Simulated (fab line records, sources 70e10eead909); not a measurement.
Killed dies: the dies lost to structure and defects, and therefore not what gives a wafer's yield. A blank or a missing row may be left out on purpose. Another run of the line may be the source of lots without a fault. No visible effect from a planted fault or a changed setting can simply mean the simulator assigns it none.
Chamber matching	flow nandHarc	4 sister chambers for NHARC_A_CHANNEL_FILL_D2_ALD_16 on aldHk-02
The step deposits SiO2, target thk 1.5 nm, pulse time 10 s, ald cycles 15. 8 wafers are shown with their chamber, then 8 later ones without.

== EACH WAFER AND ITS CHAMBER ==
wafer	chamber	heaterPowerW (W)	precursorPulseHeightRel
L084.1	1	332	0.997
L084.6	1	331	0.995
L088.1	2	461	0.994
L088.5	3	470	0.972
L092.2	0	430	1.009
L092.3	3	472	0.983
L092.4	2	466	0.981
L093.3	0	421	1.003

== WAFERS MISSING THEIR CHAMBER ==
wafer	heaterPowerW (W)	precursorPulseHeightRel
L093.5	423	1.012
L093.6	479	0.999
L094.1	327	1.009
L094.4	427	1.010
L094.5	324	1.004
L096.1	335	0.987
L096.3	472	0.986
L096.5	331	0.987

== THE CHAMBER EACH PASSED THROUGH ==
wafer	from the rows above	in truth
L093.5	0	0
L093.6	can't be placed: 3 or 2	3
L094.1	1	1
L094.4	0	0
L094.5	1	1
L096.1	1	1
L096.3	can't be placed: 3 or 2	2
L096.5	1	1
Correctly placed: 6 of 8. Unplaceable from these rows: 2, with the true chamber sitting among the candidates in 2. Wrongly placed: 0.
How it was worked out, from the rows above alone: a wafer's distance from a chamber is the root of the sum, over the readings, of the square of ((its reading less the chamber's mean) divided by the reading's scatter). If the next closest chamber is less than 2 further off than the closest, the wafer can't be placed; otherwise it belongs to the closest. The mean given for a chamber averages the wafers shown for that chamber. The scatter is the square root of a quotient: the sum, over the shown wafers, of each reading's squared deviation from its chamber's mean, divided by wafers minus chambers.
